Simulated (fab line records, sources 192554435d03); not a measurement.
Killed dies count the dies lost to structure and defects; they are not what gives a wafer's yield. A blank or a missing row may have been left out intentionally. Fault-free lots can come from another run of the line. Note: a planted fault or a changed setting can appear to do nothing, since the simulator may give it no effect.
Chamber matching | flow n5_finfet | rie_diel-03 running N5_FIN_SAQP_HM_OPEN_33: 4 sister chambers
The step chemistry CH3F/O2, target SiNx, target depth 49.4 nm, time 70.6 s. 4 wafers are shown with their chamber, then 10 later ones without.

## EACH WAFER AND ITS CHAMBER
wafer  | chamber | drypump_motor_current_A (A)
L080.6 | 1       | 5.2
L089.2 | 2       | 5.3
L089.4 | 0       | 5.7
L091.5 | 3       | 6.4

## WAFERS MISSING THEIR CHAMBER
wafer  | drypump_motor_current_A (A)
L091.6 | 5.3
L094.1 | 5.7
L094.2 | 5.3
L094.5 | 6.3
L095.2 | 5.3
L095.3 | 5.2
L095.4 | 5.6
L097.2 | 5.3
L097.4 | 6.3
L097.5 | 5.7

## WHICH CHAMBER EACH WENT THROUGH
wafer  | from the rows above     | in truth
L091.6 | can't be placed: 2 or 1 | 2
L094.1 | 0                       | 0
L094.2 | can't be placed: 2 or 1 | 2
L094.5 | 3                       | 3
L095.2 | can't be placed: 2 or 1 | 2
L095.3 | can't be placed: 1 or 2 | 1
L095.4 | 0                       | 0
L097.2 | can't be placed: 2 or 1 | 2
L097.4 | 3                       | 3
L097.5 | 0                       | 0
Placed correctly: 5 of 10. Unplaceable from these rows: 5, with the true chamber sitting among the candidates in 5. Placed wrongly: 0.
How it was worked out, from the rows above alone: a wafer's distance from a chamber is the root of the sum, over the readings, of the square of ((its reading less the chamber's mean) divided by the reading's scatter). If the next closest chamber is less than 2 further off than the closest, the wafer can't be placed; otherwise it belongs to the closest. For every chamber, the mean is computed from those of its wafers that are shown. The scatter: root of mean squared gap, hidden wafer to nearest shown wafer, with one shown wafer a chamber.
